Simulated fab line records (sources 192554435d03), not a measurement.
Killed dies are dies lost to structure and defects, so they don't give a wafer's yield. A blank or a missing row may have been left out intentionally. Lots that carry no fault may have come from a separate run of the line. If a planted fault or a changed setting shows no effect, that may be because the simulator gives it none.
fab line records    flow n5-finfet
record lots=7  wafers=21
route steps=1938 shown WELL_APT@39 PMOS_HMC_CHANNEL_EPI@62 FIN_CUT@173 DUMMY_GATE@223
start-h: hours from the record's first day to the start of the lot's first wafer shown    wait-h: hours from the lot's prior step to this one    " identical to the entry in the row above    L1.1+2: a single row standing in for several wafers    - no value, or no start was given    * or withheld: withheld    < > ~ a bound
route shown NAME@n: NAME is a module with steps in the file, n the number in the route of the first one    usual: mean/standard deviation taken from wafers without a fault    same: alike in all rows    chamber/n: place in a boat    sites: the reading at each site    _std_site: the standard deviation of these    _edge_site: inner sites' mean taken away from outer sites' mean    radius-mm: for every site, how far away it sits from the centre of the wafer    mask NAME#n: copy n    behind: the most recent tool/chamber to have shaped the wafer    hold: why the lot went on hold/how many hours it stayed there/how the hold came to an end    device: the transistor (n, p or np) that didn't switch    end of line: the route-end tests of the same wafers    step lacking rows: just its recipe    killed: dies lost to structure and defects at the first sort, not the wafer's yield    map: per-die view of a wafer (x killed, . not killed, _ where there is no die)
set.NAME: setting as actually run; set.NAME@STEP: the setting as run at that earlier step    model.NAME: the simulator's own value behind a step, which no gauge read
one table per step and one row per wafer, for lots whose settings were changed on purpose
## steps
# step N5_WELL_APT_EXPOSE_22
# recipe mask-id=PWELL  na=0.8  source-shape=conventional  sigma-outer=0.8  polarization=unpolarized  defocus-nm=0  target-cd-nm=200  dose-mj=23.2
lot.wafer   tool            chamber  start-h  wait-h  mask     set.dose-mj
L075.3+4+5  krf-scanner-02  0        21.05    -       PWELL#0  23.2
L077.1+6    krf-scanner-01  0        32.66    -       PWELL#0  22.13
L077.3      "               0        "        "       PWELL#0  23.2
L084.2+5+6  krf-scanner-02  0        75.51    -       PWELL#0  23.2
L086.1      krf-scanner-01  0        86.92    -       PWELL#0  21.53
L086.4+6    "               0        "        "       PWELL#0  23.2
L087.3      krf-scanner-01  0        92.68    -       PWELL#0  22.27
L087.4+6    "               0        "        "       PWELL#0  23.2
L091.1+3    krf-scanner-01  0        117.65   -       PWELL#0  24.41
L091.4      "               0        "        "       PWELL#0  23.2
L097.4+5+6  krf-scanner-01  0        153.17   -       PWELL#0  23.2
# step N5_WELL_APT_PEB_23
# recipe peb-temp-c=130  peb-time-s=90
lot.wafer   tool            chamber  start-h  wait-h  set.peb-temp-c
L075.3+4+5  litho-track-03  0        21.10    0.0     130
L077.1+3    litho-track-03  0        32.71    0.1     130
L077.6      "               0        "        "       131
L084.2+5+6  litho-track-01  0        75.56    0.0     130
L086.1+4+6  litho-track-03  0        86.97    0.1     130
L087.3+4    litho-track-01  0        92.73    0.0     131.9
L087.6      "               0        "        "       130
L091.1+3+4  litho-track-02  0        117.70   0.1     130
L097.4      litho-track-01  0        153.21   0.0     130
L097.5+6    "               0        "        "       127
# step N5_WELL_APT_DEVELOP_24
# recipe develop-time-s=45  rinse-liquid=surfactant-rinse  dry=air-spin  dev-temp-c=21
# step N5_WELL_APT_HARDBAKE_29
# recipe temp-c=130  time-s=120
# step N5_WELL_APT_CD_MEAS_25
# recipe target-cd-nm=200  landing-energy-ev=500  detector=se-inlens
# usual cd-nm=200.9/1.2
lot.wafer  tool       chamber  start-h  wait-h  set.dose-mj@WELL_APT_EXPOSE_22  set.peb-temp-c@WELL_APT_PEB_23  cd-nm
L075.3     cd-sem-03  0        21.21    -       23.2                            130                             202.1
L075.4     "          0        "        "       23.2                            130                             201.2
L075.5     "          0        "        "       23.2                            130                             202.5
L077.1     cd-sem-03  0        32.83    -       22.13                           130                             191.1
L077.3     "          0        "        "       23.2                            130                             198.6
L077.6     "          0        "        "       22.13                           131                             197.2
L084.2     cd-sem-02  0        75.68    -       23.2                            130                             202.1
L084.5     "          0        "        "       23.2                            130                             202.2
L084.6     "          0        "        "       23.2                            130                             201.5
L086.1     cd-sem-03  0        87.09    -       21.53                           130                             186.8
L086.4     "          0        "        "       23.2                            130                             199.8
L086.6     "          0        "        "       23.2                            130                             198.8
L087.3     cd-sem-03  0        92.85    -       22.27                           131.9                           205.0
L087.4     "          0        "        "       23.2                            131.9                           209.9
L087.6     "          0        "        "       23.2                            130                             198.4
L091.1     cd-sem-03  0        117.82   -       24.41                           130                             209.8
L091.3     "          0        "        "       24.41                           130                             210.2
L091.4     "          0        "        "       23.2                            130                             200.2
L097.4     cd-sem-02  0        153.33   -       23.2                            130                             199.0
L097.5     "          0        "        "       23.2                            127                             183.6
L097.6     "          0        "        "       23.2                            127                             182.1
# step N5_WELL_APT_DESCUM_30
# recipe chemistry=O2  time-s=7.9  source-power-w=50  bias-power-w=20  pressure-mtorr=20  rf-frequency-hz=2.712e+07  temp-c=40  o2-flow-sccm=225
lot.wafer  tool         chamber  start-h  wait-h  set.dose-mj@WELL_APT_EXPOSE_22  set.peb-temp-c@WELL_APT_PEB_23  model.WELL_APT.cd-nm
L075.3     rie-diel-03  2        21.30    0.0     23.2                            130                             202.4
L075.4     "            3        "        "       23.2                            130                             201.1
L075.5     "            1        "        "       23.2                            130                             202.3
L077.1     rie-diel-03  1        32.92    0.0     22.13                           130                             191.1
L077.3     "            2        "        "       23.2                            130                             198.8
L077.6     "            2        "        "       22.13                           131                             197.4
L084.2     rie-diel-01  3        75.98    0.2     23.2                            130                             201.7
L084.5     "            0        "        "       23.2                            130                             202.3
L084.6     "            1        "        "       23.2                            130                             201.6
L086.1     rie-diel-01  3        87.31    0.2     21.53                           130                             186.4
L086.4     "            0        "        "       23.2                            130                             199.9
L086.6     "            2        "        "       23.2                            130                             199.1
L087.3     rie-diel-01  2        92.93    0.0     22.27                           131.9                           204.5
L087.4     "            0        "        "       23.2                            131.9                           210.1
L087.6     "            1        "        "       23.2                            130                             198.5
L091.1     rie-diel-01  1        118.24   0.4     24.41                           130                             209.7
L091.3     "            0        "        "       24.41                           130                             210.1
L091.4     "            1        "        "       23.2                            130                             199.9
L097.4     rie-diel-03  2        153.44   0.1     23.2                            130                             199
L097.5     "            0        "        "       23.2                            127                             183.7
L097.6     "            1        "        "       23.2                            127                             182.1
# step N5_PMOS_HMC_CHANNEL_EPI_EXPOSE_06
# recipe mask-id=PMOS_HMC_BLK  na=1.35  source-shape=conventional  sigma-outer=0.8  polarization=unpolarized  target-cd-nm=240  dose-mj=41
lot.wafer   tool             chamber  start-h  wait-h  mask            set.dose-mj
L075.3+4+5  arfi-scanner-03  0        23.29    -       PMOS_HMC_BLK#0  42.42
L077.1      arfi-scanner-02  0        34.91    -       PMOS_HMC_BLK#0  43.68
L077.3+6    "                0        "        "       PMOS_HMC_BLK#0  41
L084.2+5+6  arfi-scanner-02  0        77.95    -       PMOS_HMC_BLK#0  41
L086.1      arfi-scanner-01  0        89.26    -       PMOS_HMC_BLK#0  41
L086.4+6    "                0        "        "       PMOS_HMC_BLK#0  42.27
L087.3+6    arfi-scanner-03  0        95.14    -       PMOS_HMC_BLK#0  41
L087.4      "                0        "        "       PMOS_HMC_BLK#0  37.96
L091.1      arfi-scanner-03  0        120.39   -       PMOS_HMC_BLK#0  39.92
L091.3+4    "                0        "        "       PMOS_HMC_BLK#0  41
L097.4+6    arfi-scanner-02  0        155.49   -       PMOS_HMC_BLK#0  38.17
L097.5      "                0        "        "       PMOS_HMC_BLK#0  41
# step N5_PMOS_HMC_CHANNEL_EPI_PEB_07
# recipe peb-temp-c=110  peb-time-s=60  resist=CAR-ArF-block
lot.wafer   tool            chamber  start-h  wait-h  set.peb-time-s
L075.3      litho-track-05  0        23.34    0.0     60
L075.4+5    "               0        "        "       48.86
L077.1+6    litho-track-04  0        34.97    0.1     60
L077.3      "               0        "        "       67.13
L084.2+5+6  litho-track-02  0        78.01    0.0     60
L086.1+4+6  litho-track-05  0        89.31    0.1     60
L087.3      litho-track-04  0        95.19    0.0     47.78
L087.4+6    "               0        "        "       60
L091.1+4    litho-track-02  0        120.45   0.1     69.49
L091.3      "               0        "        "       60
L097.4+5+6  litho-track-02  0        155.54   0.0     60
# step N5_PMOS_HMC_CHANNEL_EPI_DEVELOP_08
# recipe develop-time-s=30  developer=TMAH  resist=CAR-ArF-block  dev-temp-c=23  rinse-liquid=diw  dry=air-spin
# step N5_PMOS_HMC_CHANNEL_EPI_CD_MEAS_09
# recipe target-cd-nm=237.4  landing-energy-ev=500  detector=se-inlens
# usual cd-nm=237.4/0.78
lot.wafer  tool       chamber  start-h  wait-h  set.dose-mj@PMOS_HMC_CHANNEL_EPI_EXPOSE_06  set.peb-time-s@PMOS_HMC_CHANNEL_EPI_PEB_07  cd-nm
L075.3     cd-sem-02  0        23.40    -       42.42                                       60                                          239.9
L075.4     "          0        "        "       42.42                                       48.86                                       230.9
L075.5     "          0        "        "       42.42                                       48.86                                       231.5
L077.1     cd-sem-01  0        35.04    -       43.68                                       60                                          243.9
L077.3     "          0        "        "       41                                          67.13                                       243.1
L077.6     "          0        "        "       41                                          60                                          238.3
L084.2     cd-sem-01  0        78.08    -       41                                          60                                          239.8
L084.5     "          0        "        "       41                                          60                                          238.3
L084.6     "          0        "        "       41                                          60                                          238.7
L086.1     cd-sem-03  0        89.38    -       41                                          60                                          237.6
L086.4     "          0        "        "       42.27                                       60                                          240.3
L086.6     "          0        "        "       42.27                                       60                                          239.5
L087.3     cd-sem-03  0        95.25    -       41                                          47.78                                       227.5
L087.4     "          0        "        "       37.96                                       60                                          231.2
L087.6     "          0        "        "       41                                          60                                          237.2
L091.1     cd-sem-03  0        120.52   -       39.92                                       69.49                                       240.1
L091.3     "          0        "        "       41                                          60                                          235.9
L091.4     "          0        "        "       41                                          69.49                                       242.8
L097.4     cd-sem-03  0        155.61   -       38.17                                       60                                          232.6
L097.5     "          0        "        "       41                                          60                                          237.4
L097.6     "          0        "        "       38.17                                       60                                          231.2
# step N5_PMOS_HMC_CHANNEL_EPI_DESCUM_14
# recipe chemistry=O2  time-s=7.9  source-power-w=50  bias-power-w=20  pressure-mtorr=20  rf-frequency-hz=2.712e+07  temp-c=40  resist=CAR-ArF-block  o2-flow-sccm=225
lot.wafer  tool         chamber  start-h  wait-h  set.dose-mj@PMOS_HMC_CHANNEL_EPI_EXPOSE_06  set.peb-time-s@PMOS_HMC_CHANNEL_EPI_PEB_07  model.PMOS_HMC_CHANNEL_EPI.cd-nm
L075.3     rie-diel-05  3        23.70    0.2     42.42                                       60                                          239.4
L075.4     "            2        "        "       42.42                                       48.86                                       230.9
L075.5     "            3        "        "       42.42                                       48.86                                       231.3
L077.1     rie-diel-06  0        35.13    0.0     43.68                                       60                                          244
L077.3     "            1        "        "       41                                          67.13                                       243
L077.6     "            1        "        "       41                                          60                                          238.4
L084.2     rie-diel-02  0        78.26    0.1     41                                          60                                          239.5
L084.5     "            0        "        "       41                                          60                                          238
L084.6     "            3        "        "       41                                          60                                          238.5
L086.1     rie-diel-05  2        89.47    0.0     41                                          60                                          237.9
L086.4     "            3        "        "       42.27                                       60                                          240.3
L086.6     "            0        "        "       42.27                                       60                                          239.7
L087.3     rie-diel-02  2        95.34    0.0     41                                          47.78                                       227.7
L087.4     "            0        "        "       37.96                                       60                                          -
L087.6     "            2        "        "       41                                          60                                          237.1
L091.1     rie-diel-02  0        120.60   0.0     39.92                                       69.49                                       240.2
L091.3     "            1        "        "       41                                          60                                          235.9
L091.4     "            3        "        "       41                                          69.49                                       242.4
L097.4     rie-diel-06  3        155.75   0.1     38.17                                       60                                          232.6
L097.5     "            1        "        "       41                                          60                                          237.6
L097.6     "            2        "        "       38.17                                       60                                          231.4
# step N5_PMOS_HMC_CHANNEL_EPI_ETCH_32
# recipe chemistry=N2/H2  target=BARC  stop-on=SiO2  target-depth-a=858  over-etch-frac=0.3  time-s=50.3  ion-energy-ev=200  mask-material=CAR-ArF-block  pressure-mtorr=30  source-w=840  bias-w=150  n2-flow-sccm=200  h2-flow-sccm=200
lot.wafer  tool         chamber  start-h  wait-h  set.dose-mj@PMOS_HMC_CHANNEL_EPI_EXPOSE_06  set.peb-time-s@PMOS_HMC_CHANNEL_EPI_PEB_07  model.PMOS_HMC_CHANNEL_EPI.cd-nm
L075.3     rie-diel-05  3        23.73    0.0     42.42                                       60                                          242.8
L075.4     "            2        "        "       42.42                                       48.86                                       233.6
L075.5     "            3        "        "       42.42                                       48.86                                       234.5
L077.1     rie-diel-06  0        35.16    0.0     43.68                                       60                                          246.2
L077.3     "            1        "        "       41                                          67.13                                       245.5
L077.6     "            1        "        "       41                                          60                                          240.9
L084.2     rie-diel-02  0        78.30    0.0     41                                          60                                          242.5
L084.5     "            0        "        "       41                                          60                                          240.6
L084.6     "            3        "        "       41                                          60                                          240.3
L086.1     rie-diel-05  2        89.50    0.0     41                                          60                                          240.2
L086.4     "            3        "        "       42.27                                       60                                          243
L086.6     "            0        "        "       42.27                                       60                                          242.4
L087.3     rie-diel-02  2        95.37    0.0     41                                          47.78                                       230.1
L087.4     "            0        "        "       37.96                                       60                                          234.8
L087.6     "            2        "        "       41                                          60                                          239.6
L091.1     rie-diel-02  0        120.64   0.0     39.92                                       69.49                                       243.1
L091.3     "            1        "        "       41                                          60                                          238.3
L091.4     "            3        "        "       41                                          69.49                                       245.2
L097.4     rie-diel-06  3        155.78   0.0     38.17                                       60                                          235.3
L097.5     "            1        "        "       41                                          60                                          239.9
L097.6     "            2        "        "       38.17                                       60                                          233.9
# step N5_PMOS_HMC_CHANNEL_EPI_HM_OPEN_15
# recipe chemistry=CHF3/O2  target=SiO2  mask-material=CAR-ArF-block  target-depth-a=406  CHF3_flow_sccm=50  O2_flow_sccm=5  Ar_flow_sccm=200  time-s=20.3  pressure-mtorr=30  source-w=650  bias-w=170  ion-energy-ev=200
lot.wafer  tool         chamber  start-h  wait-h  set.dose-mj@PMOS_HMC_CHANNEL_EPI_EXPOSE_06  set.peb-time-s@PMOS_HMC_CHANNEL_EPI_PEB_07  model.PMOS_HMC_CHANNEL_EPI.cd-nm
L075.3     rie-diel-05  3        23.78    0.0     42.42                                       60                                          242.7
L075.4     "            2        "        "       42.42                                       48.86                                       233.7
L075.5     "            3        "        "       42.42                                       48.86                                       234.5
L077.1     rie-diel-06  0        35.20    0.0     43.68                                       60                                          246.2
L077.3     "            1        "        "       41                                          67.13                                       245.5
L077.6     "            1        "        "       41                                          60                                          240.9
L084.2     rie-diel-02  0        78.34    0.0     41                                          60                                          242.5
L084.5     "            0        "        "       41                                          60                                          240.6
L084.6     "            3        "        "       41                                          60                                          240.4
L086.1     rie-diel-05  2        89.55    0.0     41                                          60                                          240.2
L086.4     "            3        "        "       42.27                                       60                                          243
L086.6     "            0        "        "       42.27                                       60                                          242.4
L087.3     rie-diel-02  2        95.42    0.0     41                                          47.78                                       230.1
L087.4     "            0        "        "       37.96                                       60                                          234.7
L087.6     "            2        "        "       41                                          60                                          239.5
L091.1     rie-diel-02  0        120.68   0.0     39.92                                       69.49                                       243.1
L091.3     "            1        "        "       41                                          60                                          238.3
L091.4     "            3        "        "       41                                          69.49                                       245.2
L097.4     rie-diel-06  3        155.82   0.0     38.17                                       60                                          235.4
L097.5     "            1        "        "       41                                          60                                          239.9
L097.6     "            2        "        "       38.17                                       60                                          233.9
# step N5_PMOS_HMC_CHANNEL_EPI_STRIP_33
# recipe chemistry=N2/H2  power-w=500  temp-c=40  pressure-mtorr=50  rf-frequency-hz=6e+07  overash-fraction=0.3  bias-power-w=8  h2-frac=0.5  n2-flow-sccm=300  h2-flow-sccm=300
# step N5_PMOS_HMC_CHANNEL_EPI_STRIP_17
# recipe chemistry=SPM  time-s=750  temp-c=130  h2so4-h2o2-vol-ratio=4  dry=ipa-marangoni
# step N5_PMOS_HMC_CHANNEL_EPI_ETCH_38
# recipe chemistry=CF4  target=SiO2  target-depth-a=15  ion-energy-ev=350  pressure-mtorr=10  icp-w=800  bias-w=400  cf4-flow-sccm=80
lot.wafer  tool       chamber  start-h  wait-h  set.dose-mj@PMOS_HMC_CHANNEL_EPI_EXPOSE_06  set.peb-time-s@PMOS_HMC_CHANNEL_EPI_PEB_07  model.PMOS_HMC_CHANNEL_EPI.cd-nm
L075.3     rie-si-02  2        24.13    0.0     42.42                                       60                                          242.7
L075.4     "          1        "        "       42.42                                       48.86                                       233.8
L075.5     "          2        "        "       42.42                                       48.86                                       234.6
L077.1     rie-si-05  1        35.57    0.0     43.68                                       60                                          246.2
L077.3     "          0        "        "       41                                          67.13                                       245.6
L077.6     "          0        "        "       41                                          60                                          240.9
L084.2     rie-si-03  3        78.70    0.0     41                                          60                                          242.6
L084.5     "          1        "        "       41                                          60                                          240.6
L084.6     "          0        "        "       41                                          60                                          240.4
L086.1     rie-si-03  2        89.90    0.0     41                                          60                                          240.2
L086.4     "          1        "        "       42.27                                       60                                          243
L086.6     "          3        "        "       42.27                                       60                                          242.4
L087.3     rie-si-03  3        95.77    0.0     41                                          47.78                                       230
L087.4     "          0        "        "       37.96                                       60                                          234.7
L087.6     "          1        "        "       41                                          60                                          239.5
L091.1     rie-si-05  3        121.04   0.0     39.92                                       69.49                                       243.1
L091.3     "          1        "        "       41                                          60                                          238.3
L091.4     "          0        "        "       41                                          69.49                                       245.3
L097.4     rie-si-05  3        156.19   0.0     38.17                                       60                                          235.3
L097.5     "          0        "        "       41                                          60                                          239.8
L097.6     "          1        "        "       38.17                                       60                                          233.8
# step N5_PMOS_HMC_CHANNEL_EPI_FIN_RECESS_16
# recipe chemistry=HBr/Cl2  target=Si  mask-material=SiO2  target-depth-a=540  time-s=18  pressure-mtorr=10  icp-w=800  bias-w=75  HBr_flow_sccm=150  Cl2_flow_sccm=80
lot.wafer  tool       chamber  start-h  wait-h  set.dose-mj@PMOS_HMC_CHANNEL_EPI_EXPOSE_06  set.peb-time-s@PMOS_HMC_CHANNEL_EPI_PEB_07  model.PMOS_HMC_CHANNEL_EPI.cd-nm
L075.3     rie-si-02  2        24.15    0.0     42.42                                       60                                          242.7
L075.4     "          1        "        "       42.42                                       48.86                                       233.8
L075.5     "          2        "        "       42.42                                       48.86                                       234.5
L077.1     rie-si-05  1        35.59    0.0     43.68                                       60                                          246.2
L077.3     "          0        "        "       41                                          67.13                                       245.5
L077.6     "          0        "        "       41                                          60                                          240.9
L084.2     rie-si-03  3        78.72    0.0     41                                          60                                          242.5
L084.5     "          1        "        "       41                                          60                                          240.6
L084.6     "          0        "        "       41                                          60                                          240.4
L086.1     rie-si-03  2        89.92    0.0     41                                          60                                          240.1
L086.4     "          1        "        "       42.27                                       60                                          243
L086.6     "          3        "        "       42.27                                       60                                          242.3
L087.3     rie-si-03  3        95.79    0.0     41                                          47.78                                       230
L087.4     "          0        "        "       37.96                                       60                                          234.8
L087.6     "          1        "        "       41                                          60                                          239.5
L091.1     rie-si-05  3        121.06   0.0     39.92                                       69.49                                       243
L091.3     "          1        "        "       41                                          60                                          238.3
L091.4     "          0        "        "       41                                          69.49                                       245.3
L097.4     rie-si-05  3        156.21   0.0     38.17                                       60                                          235.3
L097.5     "          0        "        "       41                                          60                                          239.7
L097.6     "          1        "        "       38.17                                       60                                          233.8
# step N5_FIN_CUT_CUT_ETCH_26
# recipe chemistry=CH3F/O2  target=SiNx  target-depth-a=390  mask-material=SOC  time-s=55.7  pressure-mtorr=30  source-w=395  bias-w=73  Ar_flow_sccm=150  CH3F_flow_sccm=30  O2_flow_sccm=20  ion-energy-ev=120
# usual rf-vpp-V=297/3.1
lot.wafer  tool         chamber  start-h  wait-h  set.source-w  rf-vpp-V  model.etch.depth-nm
L075.3     rie-diel-06  2        33.29    0.0     395           301       37.79
L075.4     "            2        "        "       334           326       35.55
L075.5     "            1        "        "       395           297       38.61
L077.1     rie-diel-05  3        44.62    0.0     395           298       38.36
L077.3     "            0        "        "       395           295       39.01
L077.6     "            0        "        "       395           296       38.74
L084.2     rie-diel-06  0        88.02    0.0     395           300       39.25
L084.5     "            3        "        "       395           293       38.77
L084.6     "            2        "        "       395           301       39.05
L086.1     rie-diel-06  3        101.10   0.0     456.8         274       40.77
L086.4     "            2        "        "       456.8         281       40.68
L086.6     "            3        "        "       395           292       38.57
L087.3     rie-diel-06  2        106.58   0.0     395           302       38.3
L087.4     "            0        "        "       441.8         285       40.3
L087.6     "            2        "        "       441.8         287       39.9
L091.1     rie-diel-06  2        131.61   0.0     395           301       38.49
L091.3     "            0        "        "       395           299       38.78
L091.4     "            3        "        "       452.2         276       40.75
L097.4     rie-diel-06  1        165.38   0.0     395           296       38.66
L097.5     "            0        "        "       354.8         314       37.46
L097.6     "            1        "        "       395           296       38.68
# step N5_DUMMY_GATE_COAT_35
# recipe resist=SiARC  temp-c=220  time-s=60  spin-rpm=1500  resist-thk-nm=10
lot.wafer   tool            chamber  start-h  wait-h  set.spin-rpm  model.SiARC_of_DUMMY_GATE_COAT_35.thk-nm
L075.3+4    litho-track-05  0        -        -       1500          10
L075.5      "               0        "        "       1347          10.6
L077.1+3+6  litho-track-04  0        -        -       1555          9.8
L084.2+5+6  litho-track-03  0        -        -       1500          10
L086.1+6    litho-track-05  0        -        -       1500          10
L086.4      "               0        "        "       1360          10.6
L087.3+4+6  litho-track-05  0        -        -       1500          10
L091.1+3+4  litho-track-03  0        -        -       1500          10
L097.4+5    litho-track-03  0        -        -       1500          10
L097.6      "               0        "        "       1601          9.6
## key
split step=N5_WELL_APT_EXPOSE_22  setting=dose-mj  stated=23.2  by=wafer
response step=N5_WELL_APT_CD_MEAS_25  reading=cd-nm  slope=+1.66  per=1%  together-with=peb-temp-c@WELL_APT_PEB_23  explained=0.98
response step=N5_WELL_APT_DESCUM_30  reading=model.WELL_APT.cd-nm  slope=+1.73  per=1%  together-with=peb-temp-c@WELL_APT_PEB_23  explained=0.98
split step=N5_WELL_APT_PEB_23  setting=peb-temp-c  stated=130  by=wafer
response step=N5_WELL_APT_CD_MEAS_25  reading=cd-nm  slope=+7.5  per=1%  together-with=dose-mj@WELL_APT_EXPOSE_22  explained=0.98
response step=N5_WELL_APT_DESCUM_30  reading=model.WELL_APT.cd-nm  slope=+7.44  per=1%  together-with=dose-mj@WELL_APT_EXPOSE_22  explained=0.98
split step=N5_PMOS_HMC_CHANNEL_EPI_EXPOSE_06  setting=dose-mj  stated=41  by=wafer
response step=N5_PMOS_HMC_CHANNEL_EPI_CD_MEAS_09  reading=cd-nm  slope=+0.818  per=1%  together-with=peb-time-s@PMOS_HMC_CHANNEL_EPI_PEB_07  explained=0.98
response step=N5_PMOS_HMC_CHANNEL_EPI_DESCUM_14  reading=model.PMOS_HMC_CHANNEL_EPI.cd-nm  slope=+0.841  per=1%  together-with=peb-time-s@PMOS_HMC_CHANNEL_EPI_PEB_07  explained=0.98
response step=N5_PMOS_HMC_CHANNEL_EPI_ETCH_32  reading=model.PMOS_HMC_CHANNEL_EPI.cd-nm  slope=+0.754  per=1%  together-with=peb-time-s@PMOS_HMC_CHANNEL_EPI_PEB_07  explained=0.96
response step=N5_PMOS_HMC_CHANNEL_EPI_HM_OPEN_15  reading=model.PMOS_HMC_CHANNEL_EPI.cd-nm  slope=+0.751  per=1%  together-with=peb-time-s@PMOS_HMC_CHANNEL_EPI_PEB_07  explained=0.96
response step=N5_PMOS_HMC_CHANNEL_EPI_ETCH_38  reading=model.PMOS_HMC_CHANNEL_EPI.cd-nm  slope=+0.747  per=1%  together-with=peb-time-s@PMOS_HMC_CHANNEL_EPI_PEB_07  explained=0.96
response step=N5_PMOS_HMC_CHANNEL_EPI_FIN_RECESS_16  reading=model.PMOS_HMC_CHANNEL_EPI.cd-nm  slope=+0.747  per=1%  together-with=peb-time-s@PMOS_HMC_CHANNEL_EPI_PEB_07  explained=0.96
split step=N5_PMOS_HMC_CHANNEL_EPI_PEB_07  setting=peb-time-s  stated=60  by=wafer
response step=N5_PMOS_HMC_CHANNEL_EPI_CD_MEAS_09  reading=cd-nm  slope=+0.452  per=1%  together-with=dose-mj@PMOS_HMC_CHANNEL_EPI_EXPOSE_06  explained=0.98
response step=N5_PMOS_HMC_CHANNEL_EPI_DESCUM_14  reading=model.PMOS_HMC_CHANNEL_EPI.cd-nm  slope=+0.435  per=1%  together-with=dose-mj@PMOS_HMC_CHANNEL_EPI_EXPOSE_06  explained=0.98
response step=N5_PMOS_HMC_CHANNEL_EPI_ETCH_32  reading=model.PMOS_HMC_CHANNEL_EPI.cd-nm  slope=+0.455  per=1%  together-with=dose-mj@PMOS_HMC_CHANNEL_EPI_EXPOSE_06  explained=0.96
response step=N5_PMOS_HMC_CHANNEL_EPI_HM_OPEN_15  reading=model.PMOS_HMC_CHANNEL_EPI.cd-nm  slope=+0.452  per=1%  together-with=dose-mj@PMOS_HMC_CHANNEL_EPI_EXPOSE_06  explained=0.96
response step=N5_PMOS_HMC_CHANNEL_EPI_ETCH_38  reading=model.PMOS_HMC_CHANNEL_EPI.cd-nm  slope=+0.453  per=1%  together-with=dose-mj@PMOS_HMC_CHANNEL_EPI_EXPOSE_06  explained=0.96
response step=N5_PMOS_HMC_CHANNEL_EPI_FIN_RECESS_16  reading=model.PMOS_HMC_CHANNEL_EPI.cd-nm  slope=+0.452  per=1%  together-with=dose-mj@PMOS_HMC_CHANNEL_EPI_EXPOSE_06  explained=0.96
split step=N5_FIN_CUT_CUT_ETCH_26  setting=source-w  stated=395  by=wafer
response step=N5_FIN_CUT_CUT_ETCH_26  reading=rf-vpp-V  change=-1.46  per=1%  r=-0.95
response step=N5_FIN_CUT_CUT_ETCH_26  reading=model.etch.depth-nm  change=+0.148  per=1%  r=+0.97
split step=N5_DUMMY_GATE_COAT_35  setting=spin-rpm  stated=1500  by=wafer
response step=N5_DUMMY_GATE_COAT_35  reading=model.SiARC_of_DUMMY_GATE_COAT_35.thk-nm  change=-0.0609  per=1%  r=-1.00
